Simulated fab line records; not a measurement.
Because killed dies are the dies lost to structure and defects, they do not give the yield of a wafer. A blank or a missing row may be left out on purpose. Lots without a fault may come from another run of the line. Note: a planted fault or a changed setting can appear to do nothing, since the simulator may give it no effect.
fab line records	flow n5-finfet
[record] lots = 7	wafers = 19	last-day = 17
route steps=1938 shown BEOL_M6@1238 BEOL_M15@1830 PASSIVATION@1936
lots with no fault: from the same line, run without faults
start-h: hours from the record's opening day to when the first of the lot's shown wafers began	wait-h: hours from the lot's prior step to this one	" repeats the value in the row above	L1.1+2: a single row standing in for several wafers	- no value present, or no start provided	* or withheld: withheld	< > ~ a bound
route shown NAME@n: NAME is a module with steps in the file, n the number in the route of the first one	usual: the fault-free wafers' mean and standard deviation	same: alike in all rows	chamber/n: place in a boat	sites: the reading at each site	_std_site: the standard deviation of these	_edge_site: inner sites' mean taken away from outer sites' mean	radius-mm: how far each site lies from the wafer's centre	mask NAME#n: copy n	behind: the tool/chamber that last shaped the wafer	hold: reason for holding the lot/hours on hold/outcome of the hold	device: whichever transistor did not switch (one of n, p or np)	end of line: the tests these same wafers got at the end of their route	for a step that has no rows: nothing shown but its recipe	killed: dies lost to structure and defects at the first sort, not the wafer's yield	map: the dies of a wafer, with x for killed, . for not killed, _ for no die there
set.NAME: the setting that was run; set.NAME@STEP: the one run at that earlier step	model.NAME: the simulator's own value behind a step, which no gauge read
a sample of lots followed through the steps of the route, with each step as a table and each wafer as a row
services: when a tool's chamber went out of use (start-h, in hours from the record's first day, below 0 if earlier), for how many hours, and the reason
[[steps]]
[step N5_BEOL_M6_STRIP_36]
[recipe] chemistry = N2/H2	power-w = 450	temp-c = 40	pressure-mtorr = 20	rf-frequency-hz = 6e+07	overash-fraction = 0.3	bias-power-w = 7	h2-frac = 0.5	n2-flow-sccm = 200	h2-flow-sccm = 200
[usual] drypump-motor-current-A = 5.9/0.39	n2-flow-sccm = 200.0/0.53	oes-product-au = 0.79/0.09	rf-vpp-V = 59.0/1.4	showerhead-plenum-p-Torr = 2.53/0.076	temp-c = 40.00/0.11	throttle-valve-pct = 23.6/0.34
lot.wafer	tool	chamber	start-h	wait-h	drypump-motor-current-A	n2-flow-sccm	oes-product-au	rf-hours-counter-h	rf-vpp-V	showerhead-plenum-p-Torr	temp-c	throttle-valve-pct
L727.1	rie-diel-01	2	184.54	0.0	6.5	199.8	0.77	153	60.7	2.53	40.02	24.1
L727.4	"	1	"	"	6.0	200.2	0.85	-	60.4	2.56	40.04	23.8
L727.5	"	2	"	"	6.4	199.9	0.76	-	56.0	2.53	40.07	24.0
L733.3	rie-diel-01	1	220.45	0.0	6.0	200.6	0.82	100	57.0	2.56	40.01	23.8
L733.4	"	1	"	"	6.0	200.7	0.83	-	59.6	2.56	40.09	23.8
L738.3	rie-diel-01	1	257.42	0.0	6.0	199.8	0.82	112	61.3	2.55	40.22	23.8
L738.6	"	3	"	"	6.4	199.9	0.91	-	60.9	2.69	39.94	23.4
L740.1	rie-diel-03	2	258.05	0.0	6.0	199.9	0.74	143	56.4	2.54	39.94	23.1
L740.3	"	3	"	"	5.2	200.8	0.96	6	62.0	2.61	39.62	23.6
L740.4	"	0	"	"	6.1	199.2	0.86	-	57.9	2.48	39.82	23.5
L745.1	rie-diel-04	3	293.97	0.0	6.2	200.0	0.75	149	60.5	2.44	40.03	23.1
L745.2	"	0	"	"	5.7	200.6	0.77	137	58.8	2.44	40.24	24.1
L745.5	"	3	"	"	6.2	199.9	0.76	-	59.9	2.44	40.07	23.1
L747.1	rie-diel-01	1	313.68	0.0	6.0	200.9	0.80	134	58.4	2.54	39.96	23.9
L747.3	"	0	"	"	5.7	200.2	0.70	219	58.7	2.51	40.02	23.2
L747.5	"	0	"	"	5.7	200.6	0.71	-	58.5	2.51	40.11	23.3
L749.2	rie-diel-01	0	327.63	0.0	5.7	198.8	0.70	224	59.5	2.51	39.96	23.3
L749.4	"	2	"	"	6.5	201.5	0.72	204	58.5	2.51	40.03	24.1
L749.6	"	0	"	"	5.7	199.5	0.70	-	58.6	2.51	40.00	23.3
[step N5_BEOL_M6_TRENCH_ETCH_37]
[recipe] chemistry = C4F6/O2	target-depth-a = 944.35	target = SiCOH_lowk	time-s = 31.5	ion-energy-ev = 250	pressure-mtorr = 30	source-w = 345	bias-w = 185	Ar_flow_sccm = 300	C4F6_flow_sccm = 10	O2_flow_sccm = 10
[usual] drypump-motor-current-A = 5.9/0.39	mfc-ar-sccm = 299.9/0.87	oes-product-au = 0.79/0.089	rf-vpp-V = 670/5.8	run-length-s = 54.6/0.39	showerhead-plenum-p-Torr = 2.84/0.08	throttle-valve-pct = 20.91/0.28
lot.wafer	tool	chamber	start-h	wait-h	drypump-motor-current-A	mfc-ar-sccm	oes-product-au	rf-hours-counter-h	rf-vpp-V	run-length-s	showerhead-plenum-p-Torr	throttle-valve-pct
L727.1	rie-diel-01	2	184.58	-	6.4	299.9	0.76	153	669	54.6	2.85	21.41
L727.4	"	1	"	"	6.0	299.1	0.84	-	675	54.1	2.88	21.02
L727.5	"	2	"	"	6.5	298.4	0.75	-	670	54.6	2.85	21.41
L733.3	rie-diel-01	1	220.49	-	6.0	299.9	0.82	100	676	58.8	2.87	21.02
L733.4	"	1	"	"	6.0	299.2	0.82	-	674	58.8	2.87	21.02
L738.3	rie-diel-01	1	257.46	-	5.9	299.5	0.80	112	673	59.5	2.87	21.04
L738.6	"	3	"	"	6.4	300.3	0.91	-	680	55.5	3.01	20.64
L740.1	rie-diel-03	2	258.09	-	6.0	299.4	0.74	143	676	54.8	2.86	20.82
L740.3	"	3	"	"	5.2	299.5	0.94	6	664	55.0	2.92	20.81
L740.4	"	0	"	"	6.1	298.5	0.85	-	668	54.0	2.77	20.67
L745.1	rie-diel-04	3	294.01	-	6.2	299.8	0.75	149	672	54.4	2.74	20.64
L745.2	"	0	"	"	5.7	299.6	0.78	137	662	54.8	2.73	21.24
L745.5	"	3	"	"	6.2	300.5	0.75	-	672	54.7	2.74	20.63
L747.1	rie-diel-01	1	313.72	-	6.0	300.0	0.79	134	673	53.8	2.86	21.07
L747.3	"	0	"	"	5.7	299.4	0.70	219	666	54.4	2.83	20.73
L747.5	"	0	"	"	5.7	297.8	0.70	-	666	54.6	2.83	20.77
L749.2	rie-diel-01	0	327.67	-	5.7	300.7	0.70	224	665	54.5	2.82	20.77
L749.4	"	2	"	"	6.4	300.0	0.72	204	671	54.5	2.83	21.48
L749.6	"	0	"	"	5.7	300.6	0.70	-	666	55.0	2.82	20.75
[step N5_BEOL_M6_OCD_MEAS_38]
[usual] trench-depth-nm = 94.4/1.3
lot.wafer	tool	chamber	start-h	wait-h	trench-depth-nm
L727.1	ocd-02	-	184.73	-	94.6
L727.4	"	-	"	"	95.0
L727.5	"	-	"	"	93.4
L733.3	ocd-02	-	220.65	-	109.1
L733.4	"	-	"	"	108.9
L738.3	ocd-02	-	257.63	-	107.9
L738.6	"	-	"	"	95.6
L740.1	ocd-02	-	258.24	-	93.2
L740.3	"	-	"	"	94.0
L740.4	"	-	"	"	94.1
L745.1	ocd-01	-	294.16	-	95.8
L745.2	"	-	"	"	95.8
L745.5	"	-	"	"	95.6
L747.1	ocd-02	-	313.87	-	93.2
L747.3	"	-	"	"	93.1
L747.5	"	-	"	"	93.8
L749.2	ocd-02	-	327.83	-	93.1
L749.4	"	-	"	"	93.2
L749.6	"	-	"	"	93.1
[step N5_BEOL_M6_CD_MEAS_35]
[recipe] target-cd-nm = 40	target-cd-y-nm = 28	polarity = opening
[usual] cd-nm = 39.9/0.42
lot.wafer	tool	chamber	start-h	wait-h	cd-nm
L727.1	cd-sem-03	-	184.90	0.0	40.2
L727.4	"	-	"	"	40.2
L727.5	"	-	"	"	40.1
L733.3	cd-sem-02	-	220.80	0.0	40.7
L733.4	"	-	"	"	39.7
L738.3	cd-sem-01	-	257.78	0.0	40.5
L738.6	"	-	"	"	40.1
L740.1	cd-sem-03	-	258.40	0.0	39.8
L740.3	"	-	"	"	40.4
L740.4	"	-	"	"	39.9
L745.1	cd-sem-02	-	294.32	0.0	40.2
L745.2	"	-	"	"	39.2
L745.5	"	-	"	"	39.6
L747.1	cd-sem-03	-	314.12	0.0	40.3
L747.3	"	-	"	"	39.5
L747.5	"	-	"	"	40.0
L749.2	cd-sem-01	-	328.08	0.0	39.6
L749.4	"	-	"	"	40.0
L749.6	"	-	"	"	40.3
[step N5_BEOL_M6_CURE_75]
[recipe] temp-c = 370	time-s = 120	ambient = DMADMS/He	material = SiCOH_lowk
[usual] lamp-power-pct = 52.32/0.055	wafer_temp_C_max = 371.4/0.32
lot.wafer	tool	chamber	start-h	wait-h	lamp-power-pct	wafer_temp_C_max
L727.1	uv-cure-02	2	185.22	0.3	52.34	371.5
L727.4	"	2	"	"	52.39	372.0
L727.5	"	2	"	"	52.38	371.3
L733.3	uv-cure-03	0	220.94	0.1	52.27	371.5
L733.4	"	0	"	"	52.36	371.1
L738.3	uv-cure-01	0	257.92	0.1	52.42	371.1
L738.6	"	0	"	"	52.32	372.0
L740.1	uv-cure-02	0	258.44	0.0	52.32	371.3
L740.3	"	0	"	"	52.24	370.9
L740.4	"	0	"	"	52.28	370.8
L745.1	uv-cure-03	2	294.45	0.1	52.39	371.6
L745.2	"	2	"	"	52.36	371.5
L745.5	"	2	"	"	52.38	371.3
L747.1	uv-cure-02	1	314.16	0.0	52.22	371.7
L747.3	"	1	"	"	52.32	371.6
L747.5	"	1	"	"	52.43	371.5
L749.2	uv-cure-03	0	328.17	0.1	52.29	371.6
L749.4	"	0	"	"	52.31	371.6
L749.6	"	0	"	"	52.39	371.4
[step N5_BEOL_M6_THK_MEAS_53]
[recipe] thk-meas-gauge = xrf	reads = Cu_of_BEOL_M6_ECD_50
[usual] M6_THK = 79.8/1.6
lot.wafer	tool	chamber	start-h	wait-h	M6_THK[nm]
L727.1	film-metro-02	-	187.77	-	82.1
L727.4	"	-	"	"	80.3
L727.5	"	-	"	"	79.5
L733.3	film-metro-02	-	222.99	-	94.5
L733.4	"	-	"	"	93.5
L738.3	film-metro-02	-	261.39	-	94.8
L738.6	"	-	"	"	81.5
L740.1	film-metro-02	-	262.35	-	76.3
L740.3	"	-	"	"	78.0
L740.4	"	-	"	"	80.0
L745.1	film-metro-02	-	297.74	-	82.3
L745.2	"	-	"	"	81.8
L745.5	"	-	"	"	82.2
L747.1	film-metro-02	-	316.57	-	78.8
L747.3	"	-	"	"	79.4
L747.5	"	-	"	"	79.0
L749.2	film-metro-02	-	331.86	-	78.6
L749.4	"	-	"	"	78.7
L749.6	"	-	"	"	80.0
[step N5_BEOL_M6_RS_MEAS_57]
[recipe] thk-meas-gauge = four-point-probe	reads = Cu_of_BEOL_M6_ECD_50+Co_of_BEOL_M6_CVD_78+TaN_of_BEOL_M6_ALD_77
[usual] M6_RS = 0.285/0.0066
lot.wafer	tool	chamber	start-h	wait-h	M6_RS[ohm/sq]
L727.1	film-metro-02	-	187.90	0.1	0.278
L727.4	"	-	"	"	0.284
L727.5	"	-	"	"	0.289
L733.3	film-metro-02	-	223.15	0.1	0.236
L733.4	"	-	"	"	0.239
L738.3	film-metro-01	-	261.52	0.1	0.235
L738.6	"	-	"	"	0.279
L740.1	film-metro-01	-	262.48	0.1	0.299
L740.3	"	-	"	"	0.292
L740.4	"	-	"	"	0.282
L745.1	film-metro-01	-	297.90	0.1	0.275
L745.2	"	-	"	"	0.275
L745.5	"	-	"	"	0.275
L747.1	film-metro-02	-	316.70	0.1	0.289
L747.3	"	-	"	"	0.285
L747.5	"	-	"	"	0.287
L749.2	film-metro-02	-	331.99	0.1	0.287
L749.4	"	-	"	"	0.288
L749.6	"	-	"	"	0.284
[step N5_BEOL_M15_RC_MEAS_101]
[usual] COMB_M10 = 1.44e-11/2.9e-12	COMB_M11 = 1.4e-11/3.2e-12	COMB_M12 = 6.1e-12/1.3e-12	COMB_M13 = 4.4e-12/8.4e-13	COMB_M14 = 3.4e-12/7.7e-13	COMB_M15 = 2.2e-12/5.4e-13	COMB_M5 = 3.6e-11/6.7e-12	COMB_M7 = 2.6e-11/4.8e-12	COMB_M8 = 2.4e-11/4.6e-12	COMB_M9 = 1.4e-11/3.1e-12	SERP_M10 = 3.07/0.072	SERP_M10_max_site = 3.16/0.076	SERP_M11 = 3.11/0.069	SERP_M12 = 0.641/0.013	SERP_M13 = 0.311/0.0055	SERP_M13_max_site = 0.314/0.0056	SERP_M14 = 0.162/0.0031	SERP_M5 = 39.3/1.4	SERP_M6 = 13.7/0.4	SERP_M6_max_site = 14.3/0.42	SERP_M7 = 14.0/0.44	SERP_M8 = 13.9/0.45	SERP_M9 = 3.09/0.064
lot.wafer	tool	chamber	start-h	wait-h	COMB_M10[S/m]	COMB_M11[S/m]	COMB_M12[S/m]	COMB_M13[S/m]	COMB_M14[S/m]	COMB_M15[S/m]	COMB_M5[S/m]	COMB_M7[S/m]	COMB_M8[S/m]	COMB_M9[S/m]	SERP_M10[ohm/um]	SERP_M10_max_site[ohm/um]	SERP_M11[ohm/um]	SERP_M12[ohm/um]	SERP_M13[ohm/um]	SERP_M13_max_site[ohm/um]	SERP_M14[ohm/um]	SERP_M5[ohm/um]	SERP_M6[ohm/um]	SERP_M6_max_site[ohm/um]	SERP_M7[ohm/um]	SERP_M8[ohm/um]	SERP_M9[ohm/um]
L727.1	prober-01	0	267.78	0.0	1.17e-11	1.5e-11	5.7e-12	3.7e-12	3.7e-12	1.5e-12	5e-11	2.2e-11	3.6e-11	1.1e-11	3.14	3.19	3.15	0.662	0.312	0.314	0.158	40.2	13.2	14.0	14.1	14.2	3.05
L727.4	"	0	"	"	1.32e-11	1.3e-11	7.1e-12	4.9e-12	3.3e-12	1.3e-12	5.6e-11	2.1e-11	2.3e-11	1.7e-11	3.28	3.39	3.11	0.640	0.310	0.315	0.162	40.1	13.6	14.5	14.6	13.4	3.04
L727.5	"	0	"	"	1.06e-11	1.4e-11	5.7e-12	4.9e-12	3.5e-12	1.1e-12	5.1e-11	2.4e-11	2e-11	1.3e-11	3.09	3.13	3.15	0.679	0.308	0.310	0.162	41.1	13.5	13.7	14.6	13.6	2.96
L733.3	prober-01	0	295.06	0.3	1.58e-11	1.6e-11	5.2e-12	5.5e-12	3.6e-12	2e-12	3.2e-11	1.9e-11	2.5e-11	1.4e-11	3.01	3.08	3.20	0.664	0.309	0.310	0.160	39.4	11.4	11.6	14.4	13.9	3.05
L733.4	"	0	"	"	1.54e-11	1.7e-11	4.6e-12	4.8e-12	3.5e-12	2.7e-12	4.2e-11	2.2e-11	3.2e-11	1e-11	2.99	3.28	3.07	0.645	0.315	0.319	0.159	39.9	11.8	12.4	14.2	13.9	3.13
L738.3	prober-01	0	335.04	0.3	1.93e-11	1.4e-11	4.8e-12	4.1e-12	4.5e-12	2.4e-12	5.2e-11	2.8e-11	2.8e-11	1.3e-11	3.02	3.08	3.12	0.649	0.311	0.316	0.159	35.9	11.3	11.9	13.5	14.4	3.19
L738.6	"	0	"	"	1.48e-11	1.4e-11	6e-12	3.7e-12	4.4e-12	2.7e-12	3.2e-11	2.1e-11	2.2e-11	1.2e-11	3.09	3.17	2.98	0.629	0.318	0.321	0.161	38.6	13.4	13.7	14.3	14.3	3.19
L740.1	prober-01	0	339.40	0.0	1.63e-11	1.3e-11	7.7e-12	5.6e-12	2.9e-12	1.9e-12	5.6e-11	2.7e-11	3.5e-11	1.3e-11	3.20	3.26	3.15	0.638	0.318	0.323	0.163	39.2	14.6	15.3	14.3	14.7	3.19
L740.3	"	0	"	"	1.61e-11	1.6e-11	5.1e-12	4.8e-12	3.7e-12	1.6e-12	4.3e-11	3.4e-11	2.5e-11	1.5e-11	3.04	3.23	3.04	0.638	0.320	0.322	0.164	39.5	13.5	14.5	13.6	14.2	3.14
L740.4	"	0	"	"	1.58e-11	1.4e-11	5e-12	4.6e-12	2.8e-12	1.3e-12	2.5e-11	3.2e-11	2.6e-11	9e-12	3.20	3.26	3.10	0.619	0.307	0.310	0.163	40.9	13.2	13.9	14.7	14.4	3.11
L745.1	prober-01	0	369.09	0.0	1.66e-11	1.7e-11	4.4e-12	4.2e-12	3.7e-12	2.1e-12	3.2e-11	1.7e-11	2.4e-11	1.5e-11	3.01	3.14	3.12	0.644	0.320	0.323	0.162	39.8	13.3	13.9	13.8	13.8	3.12
L745.2	"	0	"	"	1.59e-11	2.2e-11	7.8e-12	5.3e-12	2.2e-12	2.1e-12	3.2e-11	2e-11	2.5e-11	2.2e-11	3.10	3.11	3.03	0.642	0.310	0.313	0.159	37.2	13.3	13.8	14.1	13.6	2.98
L745.5	"	0	"	"	1.49e-11	1.3e-11	5.7e-12	5.2e-12	3.7e-12	1.9e-12	3.2e-11	2.2e-11	2.9e-11	1.7e-11	3.00	3.10	3.14	0.643	0.308	0.310	0.166	37.6	13.2	14.6	14.3	14.0	3.06
L747.1	prober-02	0	377.36	0.0	1.26e-11	1.6e-11	7e-12	3.7e-12	2.2e-12	3.3e-12	3.1e-11	3.7e-11	2.2e-11	1.3e-11	3.12	3.22	3.21	0.632	0.310	0.312	0.163	38.9	13.7	14.4	14.0	13.5	3.08
L747.3	"	0	"	"	1.33e-11	1.7e-11	7.5e-12	4.1e-12	2.7e-12	2.5e-12	4.2e-11	2.8e-11	2.1e-11	1.5e-11	3.12	3.26	3.11	0.631	0.311	0.313	0.161	38.9	13.8	14.2	14.2	13.6	2.96
L747.5	"	0	"	"	1.46e-11	1.2e-11	7.3e-12	4.9e-12	3.2e-12	3.1e-12	3.5e-11	2.5e-11	2.7e-11	1.4e-11	3.09	3.14	3.19	0.628	0.310	0.312	0.161	37.8	13.5	14.4	13.8	13.9	3.02
L749.2	prober-01	0	405.27	0.2	1.45e-11	9e-12	5.1e-12	4.1e-12	2.2e-12	2.6e-12	2.6e-11	2.8e-11	2.7e-11	9e-12	3.00	3.10	2.99	0.640	0.302	0.306	0.160	39.2	14.1	14.6	14.6	13.5	3.18
L749.4	"	0	"	"	1.56e-11	1.2e-11	7.3e-12	5e-12	2.5e-12	1.1e-12	2.5e-11	2.5e-11	2.6e-11	1.2e-11	3.08	3.15	3.12	0.641	0.315	0.318	0.158	39.7	14.2	14.5	13.5	13.4	3.04
L749.6	"	0	"	"	2.14e-11	1.6e-11	5.7e-12	3.2e-12	2.8e-12	2.3e-12	4e-11	3.5e-11	1.8e-11	1.4e-11	3.06	3.14	3.16	0.642	0.316	0.318	0.161	40.5	13.7	14.1	14.1	13.7	3.00
// sites SERP_M6 radius-mm=0,75,75,75,75,140,140,140,140
L727.1 13.2 13.2 13.0 13.5 13.7 13.8 12.9 13.0 14.0
L733.3 11.6 11.2 11.5 11.4 11.6 10.9 11.6 10.9 11.1
L738.3 11.5 11.7 11.7 11.9 11.3 10.9 10.9 11.2 11.2
L740.1 15.3 15.2 14.8 14.4 15.0 14.0 13.9 14.0 14.6
L745.1 13.1 13.5 13.4 13.2 13.2 13.7 12.9 13.3 13.9
L747.1 14.1 13.7 13.8 14.0 14.4 13.0 13.2 12.9 13.4
L749.2 14.1 13.8 14.1 14.2 13.9 14.1 14.4 14.6 14.0
[step N5_PASSIVATION_PROBE_49]
[usual] defect-limited-yield = 91.6/1.4	killed_at_M0_to_M3 = 35/10	killed_at_M4_up = 13/5.3	killed-at-contacts = 12/5.9	killed-at-front-end = 36/9.9	killed-at-other = 3.2/3	killed-dies = 99/16	killed-open = 66/12	killed-short = 32/7.7	sort_bin_5_function = 4.9/0.91	sort_bin_6_memory = 3.2/0.65	sort-n-pass = 1081/16	sort-yield-pct = 91.6/1.4
[same] gross-dies = 1180	killed-at-back-side = 0	sort_bin_4_leakage[%] = 0	sort_bin_8_speed[%] = 0
lot.wafer	tool	chamber	start-h	wait-h	defect-limited-yield[%]	killed_at_M0_to_M3	killed_at_M4_up	killed-at-contacts	killed-at-front-end	killed-at-other	killed-dies	killed-open	killed-short	sort_bin_5_function[%]	sort_bin_6_memory[%]	sort-n-pass	sort-yield-pct[%]
L733.3	prober-01	-	311.13	0.1	91.1	25	11	16	46	7	105	77	27	4.7	3.9	1075	91.1
L733.4	prober-01	-	311.18	0.2	89.7	43	12	14	44	9	122	72	46	6.1	4.0	1058	89.7
L738.3	prober-02	-	346.73	0.1	89.1	53	20	5	48	3	129	78	51	5.9	4.5	1051	89.1
L738.6	prober-02	-	346.88	0.3	90.0	52	17	6	42	1	118	74	41	5.7	4.1	1062	90.0
L740.1	prober-02	-	352.99	0.0	91.7	41	14	15	28	0	98	71	27	5.3	2.8	1082	91.7
L740.3	prober-02	-	353.09	0.1	91.9	26	17	15	32	5	95	64	31	4.5	3.1	1085	91.9
L740.4	prober-02	-	353.14	0.2	91.1	48	17	8	31	1	105	73	32	5.1	3.6	1075	91.1
L747.1	prober-01	-	391.02	0.0	91.8	40	14	20	20	3	97	63	32	5.8	2.0	1083	91.8
L747.3	prober-01	-	391.12	0.1	91.3	38	19	16	28	2	103	73	28	5.4	3.1	1077	91.3
L747.5	prober-01	-	391.22	0.2	90.2	46	20	14	33	3	116	88	26	5.7	3.8	1064	90.2
L749.2	prober-01	-	418.92	0.1	88.0	44	21	15	60	2	142	99	42	7.0	4.8	1038	88.0
L749.4	prober-01	-	419.02	0.2	92.9	33	19	5	26	1	84	57	25	4.3	2.6	1096	92.9
L749.6	prober-01	-	419.12	0.3	91.0	47	19	16	22	2	106	84	20	5.5	3.3	1074	91.0
// killed by level:class
L733.3 MOL_CONTACT_COAG:geometric-particle:open=13 STI_FIN_REVEAL:geometric-particle:open=12 FIN_SAQP:geometric-particle:open=7 DUMMY_GATE:geometric-particle:open=7 BEOL_M2:geometric-particle:open=7 BEOL_M4:geometric-particle:open=7 FIN_SAQP:geometric-particle:short=5 BEOL_M1:geometric-particle:open=5
L733.4 MOL_CONTACT_COAG:geometric-particle:open=12 BEOL_M0_SAQP:geometric-particle:short=10 BEOL_M0_SAQP:geometric-particle:open=10 FIN_SAQP:geometric-particle:open=7 STI_FIN_REVEAL:geometric-particle:open=6 BEOL_M1:geometric-particle:open=5 BEOL_M2:geometric-particle:open=5 BEOL_M4:geometric-particle:open=5
L738.3 BEOL_M0_SAQP:geometric-particle:short=17 BEOL_M0_SAQP:geometric-particle:open=11 STI_FIN_REVEAL:geometric-particle:open=10 BEOL_M4:geometric-particle:open=9 GATE_CUT:geometric-particle:open=8 BEOL_M0:geometric-particle:open=8 BEOL_M1:geometric-particle:open=6 FIN_SAQP:geometric-particle:short=5
L738.6 BEOL_M0_SAQP:geometric-particle:open=13 BEOL_M3:geometric-particle:open=10 BEOL_M0_SAQP:geometric-particle:short=10 DUMMY_GATE:geometric-particle:open=8 STI_FIN_REVEAL:geometric-particle:open=7 BEOL_M4:geometric-particle:open=6 FIN_SAQP:geometric-particle:short=4 FIN_SAQP:geometric-particle:open=4
L740.1 BEOL_M2:geometric-particle:open=12 MOL_CONTACT_COAG:geometric-particle:open=11 BEOL_M0_SAQP:geometric-particle:open=9 BEOL_M3:geometric-particle:open=8 FIN_SAQP:geometric-particle:open=5 GATE_CUT:geometric-particle:short=4 MOL_CONTACT_COAG:geometric-particle:short=4 BEOL_M4:geometric-particle:open=4
L740.3 BEOL_M3:geometric-particle:open=13 MOL_CONTACT_COAG:geometric-particle:open=11 FIN_SAQP:geometric-particle:open=10 FIN_SAQP:geometric-particle:short=6 BEOL_M4:geometric-particle:open=6 GATE_CUT:geometric-particle:open=4 MOL_CONTACT_COAG:geometric-particle:short=4 BEOL_M4:geometric-particle:short=4
L740.4 BEOL_M3:geometric-particle:open=16 BEOL_M4:geometric-particle:open=10 BEOL_M0_SAQP:geometric-particle:open=8 DUMMY_GATE:geometric-particle:open=7 BEOL_M2:geometric-particle:open=7 FIN_SAQP:geometric-particle:open=6 GATE_CUT:geometric-particle:short=5 BEOL_M1:geometric-particle:open=4
L747.1 MOL_CONTACT_COAG:geometric-particle:open=16 BEOL_M1:geometric-particle:open=10 BEOL_M0_SAQP:geometric-particle:short=9 BEOL_M3:geometric-particle:open=6 BEOL_M4:geometric-particle:open=6 FIN_SAQP:geometric-particle:short=4 MOL_CONTACT_COAG:geometric-particle:short=4 BEOL_M0_SAQP:geometric-particle:open=4
L747.3 MOL_CONTACT_COAG:geometric-particle:open=16 BEOL_M1:geometric-particle:open=10 BEOL_M2:geometric-particle:open=9 BEOL_M4:geometric-particle:open=8 BEOL_M1:geometric-particle:short=6 BEOL_M0_SAQP:geometric-particle:open=6 BEOL_M4:geometric-particle:short=5 FIN_SAQP:geometric-particle:open=4
L747.5 BEOL_M0_SAQP:geometric-particle:open=11 DUMMY_GATE:geometric-particle:open=10 BEOL_M4:geometric-particle:open=10 BEOL_M1:geometric-particle:open=9 BEOL_M2:geometric-particle:open=9 MOL_CONTACT_COAG:geometric-particle:open=8 MOL_CONTACT_COAG:geometric-particle:short=6 STI_FIN_REVEAL:geometric-particle:open=5
L749.2 STI_FIN_REVEAL:geometric-particle:open=22 MOL_CONTACT_COAG:geometric-particle:open=13 BEOL_M4:geometric-particle:open=11 FIN_SAQP:geometric-particle:short=10 FIN_SAQP:geometric-particle:open=9 BEOL_M3:geometric-particle:open=9 BEOL_M2:geometric-particle:open=7 BEOL_M2:geometric-particle:short=6
L749.4 STI_FIN_REVEAL:geometric-particle:open=8 BEOL_M2:geometric-particle:open=8 BEOL_M3:geometric-particle:open=6 FIN_SAQP:geometric-particle:short=5 BEOL_M1:geometric-particle:open=5 MOL_CONTACT_COAG:geometric-particle:open=4 BEOL_M0_SAQP:geometric-particle:short=4 BEOL_M4:geometric-particle:open=4
L749.6 BEOL_M2:geometric-particle:open=19 MOL_CONTACT_COAG:geometric-particle:open=14 BEOL_M1:geometric-particle:open=9 BEOL_M4:geometric-particle:open=7 BEOL_M3:geometric-particle:open=7 FIN_SAQP:geometric-particle:open=5 STI_FIN_REVEAL:geometric-particle:open=5 FIN_SAQP:geometric-particle:short=4
[[services]]
tool	chamber	start-h	hours	kind
uv-cure-01	-	171.12	1.0	pm
rie-diel-01	3	179.40	9.7	repair
uv-cure-01	-	183.58	4.4	repair
rie-diel-01	3	189.25	4.4	repair
rie-diel-04	1	204.31	-	clean
rie-diel-04	1	204.31	-	consumable-replace:focus-ring
rie-diel-04	1	204.31	27.6	scheduled-down
rie-diel-04	1	204.31	27.6	vent-cycle
uv-cure-03	-	210.00	1.0	pm
rie-diel-01	3	218.62	7.3	repair
rie-diel-03	3	224.41	-	clean
rie-diel-03	3	224.41	-	consumable-replace:focus-ring
rie-diel-03	3	224.41	16.6	scheduled-down
rie-diel-03	3	224.41	16.6	vent-cycle
uv-cure-01	-	234.39	7.2	repair
rie-diel-04	0	264.37	1.6	repair
rie-diel-01	0	279.48	7.2	repair
uv-cure-02	-	279.89	2.1	pm
uv-cure-03	-	282.59	7.5	pm
uv-cure-01	-	284.79	7.5	pm
rie-diel-03	-	290.80	2.8	pm
rie-diel-04	1	291.19	8.4	repair
uv-cure-01	-	295.19	9.9	repair
uv-cure-03	-	318.44	1.2	repair
[[key]]
[first-sign] step = N5_BEOL_M6_TRENCH_ETCH_37	reading = run-length-s	direction = up	sigmas = 11	usual = *	struck = *
[effect] step = N5_BEOL_M6_OCD_MEAS_38	reading = trench-depth-nm	direction = up	sigmas = 11	usual = 94.4	struck = 108.6
[effect] step = N5_BEOL_M6_THK_MEAS_53	reading = M6_THK	direction = up	sigmas = 8.9	usual = 79.8	struck = 94.3
[effect] step = N5_BEOL_M6_RS_MEAS_57	reading = M6_RS	direction = down	sigmas = 7.3	usual = 0.285	struck = 0.237
[effect] step = N5_BEOL_M15_RC_MEAS_101	reading = SERP_M6	direction = down	sigmas = 5.6	usual = 13.7	struck = 11.5
met-at N5_BEOL_M6_TRENCH_ETCH_37
struck-lots L733,L738
struck-wafers L733.3,L733.4,L738.3
not-acting-at N5_BEOL_M6_STRIP_36,N5_BEOL_M6_CD_MEAS_35,N5_BEOL_M6_CURE_75
onset-between 184.58 220.49
[fault] kind = process-parameter-drift	tool = rie-diel-01	chamber = -	onset-h = 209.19	steps = N5_BEOL_M6_TRENCH_ETCH_37	channel = time-s	offset = *	shape = step	end-h = 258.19	scope = struck-wafers-only	acts-in = *	stated = *
